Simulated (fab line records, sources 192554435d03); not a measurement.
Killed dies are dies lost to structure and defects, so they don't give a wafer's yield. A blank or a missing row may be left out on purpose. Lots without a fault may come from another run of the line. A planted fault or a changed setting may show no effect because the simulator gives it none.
Split-lot experiment | flow n5_finfet | 7 lots, 39 wafers read, on a route of 1938 steps

THE SPLIT
At N5_HKMG_FIN_CVD_62 (deposits a-Si from Si2H6, target thk 3 nm, time 20.8 s), the setting temp_c was moved away from the recipe's 500 C on 9 of the 39 wafers read, by +1.4% to +1.9%. The other wafers ran this setting at the recipe's value.

The reading is taken at the split's own step.

THE READING
a-Si_of_HKMG_FIN_CVD_62.thk_nm (the simulator's own value, which no gauge read), in nm, at N5_HKMG_FIN_CVD_62 (deposits a-Si from Si2H6, target thk 3 nm, time 20.8 s). The file gives no usual value for it. The 30 wafers here that ran the recipe average 3.0 nm, standard deviation 0.072 nm.

wafer  | tool, chamber at the split     | temp_c as run, C | against the recipe | a-Si_of_HKMG_FIN_CVD_62.thk_nm, nm | against lot-mates on the recipe
L077.1 | thermal_cvd_si-02, 2,0,0       | 500              | recipe             | 3                                  | -
L077.2 | thermal_cvd_si-02, 2,0,0       | 500              | recipe             | 3                                  | -
L077.4 | thermal_cvd_si-02, 2,0,0       | 500              | recipe             | 3                                  | -
L077.3 | thermal_cvd_si-02, 1           | 506.8            | +1.4%              | 3.8                                | +0.8
L077.5 | thermal_cvd_si-02, 2,1         | 506.8            | +1.4%              | 3.6                                | +0.6
L077.6 | thermal_cvd_si-02, 2,1         | 506.8            | +1.4%              | 3.6                                | +0.6
L082.1 | thermal_cvd_si-01, 1,2,0       | 508.7            | +1.7%              | 3.8                                | +0.8
L082.2 | thermal_cvd_si-01, 1,2,0       | 508.7            | +1.7%              | 3.8                                | +0.8
L082.3 | thermal_cvd_si-01, 1,2,0       | 508.7            | +1.7%              | 3.8                                | +0.8
L082.4 | thermal_cvd_si-01, 0,1,2       | 500              | recipe             | 3                                  | -
L082.5 | thermal_cvd_si-01, 0,1,2       | 500              | recipe             | 3                                  | -
L082.6 | thermal_cvd_si-01, 0,1,2       | 500              | recipe             | 3                                  | -
L083.1 | thermal_cvd_si-02, 2,1,1,0     | 500              | recipe             | 3                                  | -
L083.2 | thermal_cvd_si-02, 2,1,1,0     | 500              | recipe             | 3                                  | -
L083.4 | thermal_cvd_si-02, 2,1,1,0     | 500              | recipe             | 3                                  | -
L083.5 | thermal_cvd_si-02, 2,1,1,0     | 500              | recipe             | 3                                  | -
L083.3 | thermal_cvd_si-02, 0,2         | 500              | recipe             | 3.2                                | -
L083.6 | thermal_cvd_si-02, 0,2         | 500              | recipe             | 3.2                                | -
L085.1 | thermal_cvd_si-02, 1           | 509.5            | +1.9%              | 4                                  | +1.0
L085.5 | thermal_cvd_si-02, 1           | 509.5            | +1.9%              | 4                                  | +1.0
L085.2 | thermal_cvd_si-02, 0           | 500              | recipe             | 3                                  | -
L085.3 | thermal_cvd_si-02, 0           | 500              | recipe             | 3                                  | -
L085.6 | thermal_cvd_si-02, 0           | 500              | recipe             | 3                                  | -
L085.4 | thermal_cvd_si-02, 1           | 509.5            | +1.9%              | 3.8                                | +0.8
L088.1 | thermal_cvd_si-01, 0,1,2,2,1,0 | 500              | recipe             | 3                                  | -
L088.2 | thermal_cvd_si-01, 0,1,2,2,1,0 | 500              | recipe             | 3                                  | -
L088.3 | thermal_cvd_si-01, 0,1,2,2,1,0 | 500              | recipe             | 3                                  | -
L088.4 | thermal_cvd_si-01, 0,1,2,2,1,0 | 500              | recipe             | 3                                  | -
L088.5 | thermal_cvd_si-01, 0,1,2,2,1,0 | 500              | recipe             | 3                                  | -
L088.6 | thermal_cvd_si-01, 0,1,2,2,1,0 | 500              | recipe             | 3                                  | -
L091.1 | thermal_cvd_si-02, 2,0         | 500              | recipe             | 3                                  | -
L091.3 | thermal_cvd_si-02, 2,0         | 500              | recipe             | 3                                  | -
L091.6 | thermal_cvd_si-02, 1           | 500              | recipe             | 3.2                                | -
L096.1 | thermal_cvd_si-01, 2,1,2,1,0   | 500              | recipe             | 3                                  | -
L096.3 | thermal_cvd_si-01, 2,1,2,1,0   | 500              | recipe             | 3                                  | -
L096.4 | thermal_cvd_si-01, 2,1,2,1,0   | 500              | recipe             | 3                                  | -
L096.5 | thermal_cvd_si-01, 2,1,2,1,0   | 500              | recipe             | 3                                  | -
L096.6 | thermal_cvd_si-01, 2,1,2,1,0   | 500              | recipe             | 3                                  | -
L096.2 | thermal_cvd_si-01, 0           | 500              | recipe             | 2.8                                | -
Where a row lists several chambers, the file gives one row for several wafers and doesn't say which wafer went through which chamber.

THE FIT
A straight line over all 39 wafers: a-Si_of_HKMG_FIN_CVD_62.thk_nm changes by +0.472 nm for each +1% of temp_c; r = +0.98; the points scatter about the line by 0.076 nm.
The same after taking each lot's own level away (the mean of its wafers on the recipe; 39 wafers): +0.48 nm for each +1%; r = +0.98; scatter 0.068 nm.
On that fit, the largest move of temp_c shifts the reading by 0.91 nm.
The lots' own levels span 2.97 to 3.07 nm, that is 1.4 times the standard deviation above.
So the lot-to-lot level changes the slope little: the two slopes agree.
Check: with one of the wafers moved furthest among these (+1.9%) left out of the fit, the line predicts +0.897 nm for it against its lot-mates. It came out at +1 nm against them.

OTHER SPLITS ON THESE WAFERS
These wafers also went through other splits before the reading. Each is held against what the fit with the lots' levels taken away leaves over:
other split on the same wafers     | wafers away from the commonest value | r with a-Si_of_HKMG_FIN_CVD_62.thk_nm (lot level and that fit taken away)
N5_FIN_SAQP_ETCH_65 time_s         | 9                                    | +0.06
N5_FIN_SAQP_ETCH_34 source_w       | 9                                    | -0.10
N5_DUMMY_GATE_ETCH_42 bias_w       | 18                                   | +0.02
N5_SPACER0_ALD_00 ald_cycles       | 12                                   | -0.09
N5_SD_EPI_P_ETCH_16 target_depth_a | 15                                   | -0.08

THE FILE'S OWN FIT
a-Si_of_HKMG_FIN_CVD_62.thk_nm changes by +0.48 nm for each +1% of temp_c, r = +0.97.
